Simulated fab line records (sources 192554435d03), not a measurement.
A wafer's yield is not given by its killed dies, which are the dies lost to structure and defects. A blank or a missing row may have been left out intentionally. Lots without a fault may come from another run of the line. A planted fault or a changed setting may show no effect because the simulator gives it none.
Comparing a struck lot with a sound one | flow n5Finfet | 16 steps out of a route of 1938
Sound: wafers L483.1, L483.5, L483.6. The struck wafers were L468.2, L468.4, L468.5. The cause comes at the end.
Each step with rows lists, per side, the tool, then ch with its chambers, then its first start. Under that, the readings that differ: sound wafers | struck wafers | difference of the means | sigmas: that difference in standard deviations of wafers without a fault.
alike: words and numbers the same on both sides, and readings whose means are apart by under 2 such deviations; not compared: readings that were withheld, readings missing a value for some wafer, numbers with overlapping values and no deviation given by the record, and bounds like >300 which may hide the same value.
A row with sigmas, a row that says differs or no value, or rows on one side alone: a step with any of these is where the two part. Non-overlapping numbers with no deviation appear without sigmas and do not part them. A reading missing from all wafers of one side parts the sides only when that side holds two or more wafers.

first, 2 steps without rows for these wafers: N5_BEOL_M1_PRECLEAN_42 (cleans in residue remover, time 60 s); N5_BEOL_M1_SRD_43 (time 30 s).
N5_BEOL_M1_CD_MEAS_35: target cd 18 nm, target cd y 21 nm.
  sound on cdSem-03 at day 10 19:55; struck on cdSem-03 at day 7 07:15
  alike: cdNm
N5_BEOL_M1_DEGAS_44: time 60 s.
  sound on pvdSputter-03 at day 10 20:44; struck on pvdSputter-03 at day 7 07:19
  alike: heaterPowerW
then, 1 step without rows for these wafers: N5_BEOL_M1_PRE_CLEAN_45 (time 30 s).
N5_BEOL_M1_ALD_84: deposits TaN, pulse time 2 s, purge time 3 s, co reactant purge time 2 s.
  sound on aldMetal-01 ch 0,3, day 10 20:55; struck on aldMetal-02 ch 0,2,3, day 7 07:26
  alike: heaterPowerW, precursorVesselCarrierSccm
N5_BEOL_M1_SURFACE_TREAT_85:
  sound on pvdSputter-03 at day 10 21:25; struck on pvdSputter-03 at day 7 07:39
  not compared: throttleValvePct
then, 2 steps without rows for these wafers: N5_BEOL_M1_CVD_47 (deposits Co from CCTBA/H2, target thk 3 nm, time 223.8 s); N5_BEOL_M1_SPUTTER_48 (material Cu, target thk 4.5 nm, time 8.29 s).
N5_BEOL_M1_ANNEAL_49: time 240 s.
  sound on pvdSputter-01 at day 10 21:44; struck on pvdSputter-03 at day 7 08:02
  alike: heaterPowerW
then, 2 steps without rows for these wafers: N5_BEOL_M1_SPUTTER_79 (material Cu, target thk 4.5 nm, time 8.29 s); N5_BEOL_M1_ANNEAL_80 (time 240 s).
N5_BEOL_M1_SPUTTER_81: material Cu, target thk 4.5 nm, time 8.29 s.
  sound on pvdSputter-01 at day 10 22:05; struck on pvdSputter-03 at day 7 08:23
  no value came back on the struck wafers for any of 5 readings (chamberPressurePa (Pa), chuckGasFlowSccm (sccm) and others); on the sound wafers chamberPressurePa (Pa) reads 0.06995 0.07001 0.06986
N5_BEOL_M1_ANNEAL_82: time 240 s.
  sound on pvdSputter-01 at day 10 22:10; struck on pvdSputter-03 at day 7 08:28
  alike: heaterPowerW
N5_BEOL_M4_RC_MEAS_101:
  sound on prober-02 ch 0, day 12 07:05; struck on prober-01 ch 0, day 8 22:56
  alike: DIBL_N, DIBL_P, IOFF_N, IOFF_P, ION_N, ION_P, SS_N, SS_P, VT_N, VT_P
-- the record jumps here: 4 days lie between the struck wafers' starts before and after (it left off in module BEOL_M4 and takes up again in module PASSIVATION, whose first step shown is number 1936 of the route) --
N5_PASSIVATION_PROBE_49:
  sound on prober-02 at day 16 14:43; struck on prober-01 at day 13 02:37
reading     | sound | struck   | difference | sigmas
killedShort | 32 27 | 36 46 56 | +16        | +2
  alike: defectLimitedYield, killed_at_M0_to_M3, killed_at_M4_up, killedAtContacts, killedAtFrontEnd, killedAtOther, killedDies, killedOpen, sort_bin_5_function, sort_bin_6_memory, sortNPass, sortYieldPct

## WHERE THEY PART
First at N5_BEOL_M1_SPUTTER_81; last, within this record, at N5_PASSIVATION_PROBE_49.

WHY: whatever the simulator had introduced
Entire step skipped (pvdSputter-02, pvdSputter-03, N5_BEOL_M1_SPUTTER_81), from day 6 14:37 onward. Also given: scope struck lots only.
